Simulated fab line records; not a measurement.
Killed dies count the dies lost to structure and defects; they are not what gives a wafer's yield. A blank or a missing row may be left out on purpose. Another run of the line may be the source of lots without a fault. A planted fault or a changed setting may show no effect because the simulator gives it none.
Chamber matching :: flow nand-harc :: rie-diel-04 running NHARC_A_STAIRCASE_ETCH_169: 4 sister chambers
The step etches the open film in CH3F/O2, target depth 50 nm, time 107.1 s. 8 wafers are shown with their chamber, then 11 later ones without.

## WAFERS PAIRED WITH THEIR CHAMBERS
wafer: L081.5
chamber: 3
showerhead-plenum-p-Torr (Torr): 2.31
rf-vpp-V (V): 241.9

wafer: L089.2
chamber: 0
showerhead-plenum-p-Torr (Torr): 2.39
rf-vpp-V (V): 243.6

wafer: L089.5
chamber: 2
showerhead-plenum-p-Torr (Torr): 2.35
rf-vpp-V (V): 242.7

wafer: L089.6
chamber: 1
showerhead-plenum-p-Torr (Torr): 2.44
rf-vpp-V (V): 244.6

wafer: L087.1
chamber: 1
showerhead-plenum-p-Torr (Torr): 2.44
rf-vpp-V (V): 242.2

wafer: L087.2
chamber: 2
showerhead-plenum-p-Torr (Torr): 2.34
rf-vpp-V (V): 243.4

wafer: L087.3
chamber: 3
showerhead-plenum-p-Torr (Torr): 2.30
rf-vpp-V (V): 241.5

wafer: L087.4
chamber: 0
showerhead-plenum-p-Torr (Torr): 2.39
rf-vpp-V (V): 243.6

## WAFERS WHOSE CHAMBER IS MISSING
wafer: L087.5
showerhead-plenum-p-Torr (Torr): 2.44
rf-vpp-V (V): 242.4

wafer: L087.6
showerhead-plenum-p-Torr (Torr): 2.34
rf-vpp-V (V): 242.3

wafer: L096.2
showerhead-plenum-p-Torr (Torr): 2.44
rf-vpp-V (V): 243.1

wafer: L096.4
showerhead-plenum-p-Torr (Torr): 2.30
rf-vpp-V (V): 240.7

wafer: L096.5
showerhead-plenum-p-Torr (Torr): 2.44
rf-vpp-V (V): 244.4

wafer: L095.2
showerhead-plenum-p-Torr (Torr): 2.44
rf-vpp-V (V): 242.6

wafer: L095.4
showerhead-plenum-p-Torr (Torr): 2.38
rf-vpp-V (V): 243.3

wafer: L095.5
showerhead-plenum-p-Torr (Torr): 2.30
rf-vpp-V (V): 242.5

wafer: L097.1
showerhead-plenum-p-Torr (Torr): 2.34
rf-vpp-V (V): 242.0

wafer: L097.5
showerhead-plenum-p-Torr (Torr): 2.30
rf-vpp-V (V): 242.3

wafer: L097.6
showerhead-plenum-p-Torr (Torr): 2.38
rf-vpp-V (V): 243.1

## THE CHAMBER EACH PASSED THROUGH
wafer: L087.5
from the rows above: 1
in truth: 1

wafer: L087.6
from the rows above: 2
in truth: 2

wafer: L096.2
from the rows above: 1
in truth: 1

wafer: L096.4
from the rows above: 3
in truth: 3

wafer: L096.5
from the rows above: 1
in truth: 1

wafer: L095.2
from the rows above: 1
in truth: 1

wafer: L095.4
from the rows above: 0
in truth: 0

wafer: L095.5
from the rows above: 3
in truth: 3

wafer: L097.1
from the rows above: 2
in truth: 2

wafer: L097.5
from the rows above: 3
in truth: 3

wafer: L097.6
from the rows above: 0
in truth: 0
Placed correctly: 11 of 11. Number that these rows cannot place: 0. Placed wrongly: 0.
How it was worked out, from the rows above alone: a wafer's distance from a chamber is the root of the sum, over the readings, of the square of ((its reading less the chamber's mean) divided by the reading's scatter). The wafer belongs to the nearest chamber; if the next one is less than 2 further off, it can't be placed. Each chamber's mean is taken over the wafers shown for it. The scatter: the root of (the sum of the squares of (reading less its chamber's mean) over the shown wafers, divided by (wafers less chambers)).
